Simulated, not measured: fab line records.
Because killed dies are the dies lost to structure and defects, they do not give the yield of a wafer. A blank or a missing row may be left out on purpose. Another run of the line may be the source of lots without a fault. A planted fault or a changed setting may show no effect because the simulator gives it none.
Which tool was responsible?    flow nandHarc    Sampling: 12 lots, 36 wafers, 6 of 1159 route steps

WHAT EACH GAUGE READ, for each wafer
NHARC_P_STI_INSPECT_11. Usual: rawDefectCount 5.5, standard deviation 2.6.
lot   measured     on                rawDefectCount  flag
L296  day 2 13:42  defectInspect-01  6 3 6           
L298  day 3 02:41  defectInspect-01  7 5 9           
L299  day 3 02:50  defectInspect-01  5 9 4           
L308  day 5 11:23  defectInspect-01  4 6 4           
L309  day 5 18:50  defectInspect-01  4 3 9           
L311  day 6 06:46  defectInspect-02  5 5 3           
L312  day 6 10:58  defectInspect-01  6 4 1           
L313  day 6 21:43  defectInspect-02  4 3 4           
L314  day 6 21:53  defectInspect-01  2 10 2          
L315  day 7 05:15  defectInspect-02  5 4 2           
L317  day 7 17:04  defectInspect-02  5 8 4           
L319  day 8 02:04  defectInspect-02  2 7 5           

NHARC_P_GATE_CD_MEAS_11 targets a cd of 1640 nm. Usual: cdNm 1640.6 nm, standard deviation 1.2.
lot   measured     on        cdNm (nm)             flag
L296  day 4 03:05  cdSem-03  1642.3 1642.7 1639.6  
L298  day 4 16:51  cdSem-03  - - -                 OFF
L299  day 4 16:41  cdSem-03  1638.0 1639.6 1640.2  
L308  day 7 08:16  cdSem-03  1639.4 1640.4 1640.4  
L309  day 7 08:18  cdSem-01  1638.7 1639.4 1636.4  
L311  day 7 19:13  cdSem-01  1638.2 1640.1 1638.8  
L312  day 7 19:15  cdSem-02  1641.3 1641.6 1641.0  
L313  day 8 10:04  cdSem-01  1640.9 1639.7 1642.7  
L314  day 8 10:13  cdSem-01  1638.7 1639.3 1639.3  
L315  day 8 16:32  cdSem-02  1642.3 1641.4 1640.9  
L317  day 9 06:28  cdSem-03  1641.7 1639.0 1639.8  
L319  day 9 13:41  cdSem-03  1641.0 1642.8 1641.9  

NHARC_END_SORT_01. Usual: killedAtArray 27, standard deviation 10; killedAtOther 0.6, standard deviation 1; killedAtPeriphery 3.4, standard deviation 2.7; killedDies 31, standard deviation 9.7; killedOpen 3.4, standard deviation 1.7; killedShort 2.2, standard deviation 1.5.
lot   measured      on         killedAtArray  killedAtOther  killedAtPeriphery  killedDies   killedOpen  killedShort  flag
L298  day 20 03:45  prober-01  16 20 17       1 3 1          660 654 659        677 677 677  4 4 2       3 3 4        OFF

WHAT TOOL EACH LOT RAN ON (gives the tool, then ch and the chambers of the sampled wafers, and finally the start)
lot   NHARC_P_GATE_EXPOSE_08           NHARC_P_GATE_HM_DEP_102       NHARC_P_GATE_STRIP_108
L296  krfScanner-01 ch 0, day 4 02:56  aclDep-01 ch 0, day 4 15:23   rieDiel-11 ch 0,2,3, day 4 19:47
L298  krfScanner-01 ch 0, day 4 16:41  aclDep-03 ch 0, day 5 05:26   rieDiel-08 ch 1,3, day 5 07:42
L299  krfScanner-03 ch 0, day 4 16:31  aclDep-01 ch 0, day 5 05:18   rieDiel-08 ch 1,3, day 5 07:26
L308  krfScanner-04 ch 0, day 7 08:07  aclDep-03 ch 0, day 7 20:24   rieDiel-08 ch 0,1,2, day 7 23:11
L309  krfScanner-04 ch 0, day 7 08:08  aclDep-02 ch 0, day 7 21:23   rieDiel-08 ch 1,2,3, day 8 00:16
L311  krfScanner-01 ch 0, day 7 19:04  aclDep-03 ch 0, day 8 10:32   rieDiel-05 ch 1,3, day 8 12:46
L312  krfScanner-01 ch 0, day 7 19:06  aclDep-01 ch 0, day 8 10:47   rieDiel-05 ch 2,3, day 8 13:00
L313  krfScanner-01 ch 0, day 8 09:55  aclDep-03 ch 0, day 9 00:02   rieDiel-08 ch 1,2, day 9 02:18
L314  krfScanner-04 ch 0, day 8 10:04  aclDep-02 ch 0, day 8 23:41   rieDiel-08 ch 0,1,2, day 9 01:59
L315  krfScanner-04 ch 0, day 8 16:23  aclDep-01 ch 0, day 9 05:05   rieDiel-11 ch 2,3, day 9 07:06
L317  krfScanner-04 ch 0, day 9 06:19  aclDep-03 ch 0, day 9 20:11   rieDiel-05 ch 1,2, day 9 22:26
L319  krfScanner-04 ch 0, day 9 13:31  aclDep-03 ch 0, day 10 04:26  rieDiel-05 ch 0,1,2, day 10 06:37
- NHARC_P_GATE_EXPOSE_08: exposes mask P HV.
- NHARC_P_GATE_HM_DEP_102: deposits aC, target thk 120 nm.
- NHARC_P_GATE_STRIP_108: strips in O2.

WHAT THE TOOLS THEMSELVES READ (means of the sampled wafers that have a number; where no wafer has one, the mark that the record gives instead)
NHARC_P_GATE_EXPOSE_08. Usual: exposureDoseMJCm2 16.754, standard deviation 0.017; focusOffsetNm 0.0 nm, standard deviation 0.56.
lot   tool           exposureDoseMJCm2  focusOffsetNm (nm)  flag
L296  krfScanner-01  16.784             -0.1                
L298  krfScanner-01  16.738             -1.0                
L299  krfScanner-03  16.767             -0.1                
L308  krfScanner-04  16.770             0.0                 
L309  krfScanner-04  16.756             -0.5                
L311  krfScanner-01  16.754             0.4                 
L312  krfScanner-01  16.751             0.4                 
L313  krfScanner-01  16.769             0.8                 
L314  krfScanner-04  16.766             0.4                 
L315  krfScanner-04  16.778             -0.2                
L317  krfScanner-04  16.766             0.7                 
L319  krfScanner-04  16.745             0.0                 

NHARC_P_GATE_HM_DEP_102. Usual: throttleValvePct 35.000 %, standard deviation 0.0089.
lot   tool       throttleValvePct (%)  flag
L296  aclDep-01  35.006                
L298  aclDep-03  35.011                
L299  aclDep-01  34.986                
L308  aclDep-03  34.995                
L309  aclDep-02  35.006                
L311  aclDep-03  34.998                
L312  aclDep-01  35.002                
L313  aclDep-03  35.006                
L314  aclDep-02  34.995                
L315  aclDep-01  34.993                
L317  aclDep-03  35.002                
L319  aclDep-03  34.995                

NHARC_P_GATE_STRIP_108. Usual: drypumpMotorCurrentA 5.8 A, standard deviation 0.37; mfcArSccm 0.014 sccm, standard deviation 0.011; oesProductAu 0.998 a.u., standard deviation 0.008; rfVppV 58.1 V, standard deviation 0.89; showerheadPlenumPTorr 3.63 Torr, standard deviation 0.14; throttleValvePct 17.034 %, standard deviation 0.0088.
lot   tool        drypumpMotorCurrentA (A)  mfcArSccm (sccm)  oesProductAu (a.u.)  rfVppV (V)  showerheadPlenumPTorr (Torr)  throttleValvePct (%)  flag
L296  rieDiel-11  6.1                       0.019             0.990                58.3        3.52                          17.030                
L298  rieDiel-08  5.5                       0.019             0.993                57.9        3.42                          17.043                
L299  rieDiel-08  5.6                       0.022             0.994                57.8        3.38                          17.038                
L308  rieDiel-08  5.7                       0.010             0.989                58.6        3.61                          17.031                
L309  rieDiel-08  5.5                       0.014             0.995                58.6        3.53                          17.040                
L311  rieDiel-05  5.5                       0.006             0.994                57.4        3.73                          17.039                
L312  rieDiel-05  6.0                       0.011             0.998                58.4        3.70                          17.039                
L313  rieDiel-08  5.4                       0.008             0.993                58.0        3.64                          17.037                
L314  rieDiel-08  5.7                       0.010             0.999                58.0        3.60                          17.028                
L315  rieDiel-11  6.3                       0.029             0.998                56.8        3.40                          17.031                
L317  rieDiel-05  5.9                       0.015             1.004                57.6        3.67                          17.033                
L319  rieDiel-05  5.9                       0.017             1.005                58.4        3.68                          17.037                

THE ANSWER, worked out from the rows above alone
Rule: a lot is off if the mean of its wafers that have a number lies more than 3 standard deviations from the usual mean. A lot without any number at a reading at which 4 lots or more have one is off too. All remaining lots with rows at the step are treated as sound. Order of review: gauges by route order, followed by the tools' own readings, for which a lot's mean as printed above is used. At the first step where some lot is off, the reading lying furthest off is the one used; lots without a number count as furthest.
Off: L298, at NHARC_P_GATE_CD_MEAS_11 (cdNm). Without a number there: L298.
If a tool, at a process step before that reading, ran all the lots that are off and no sound lot after the first of them, it fits. Not tried: the gauges at NHARC_P_GATE_CD_MEAS_11; whatever is off there is also off at NHARC_END_SORT_01, on other tools, and gauge error can't account for it. Of those tried, none fits.

WHAT THE SIMULATOR HAD INSERTED
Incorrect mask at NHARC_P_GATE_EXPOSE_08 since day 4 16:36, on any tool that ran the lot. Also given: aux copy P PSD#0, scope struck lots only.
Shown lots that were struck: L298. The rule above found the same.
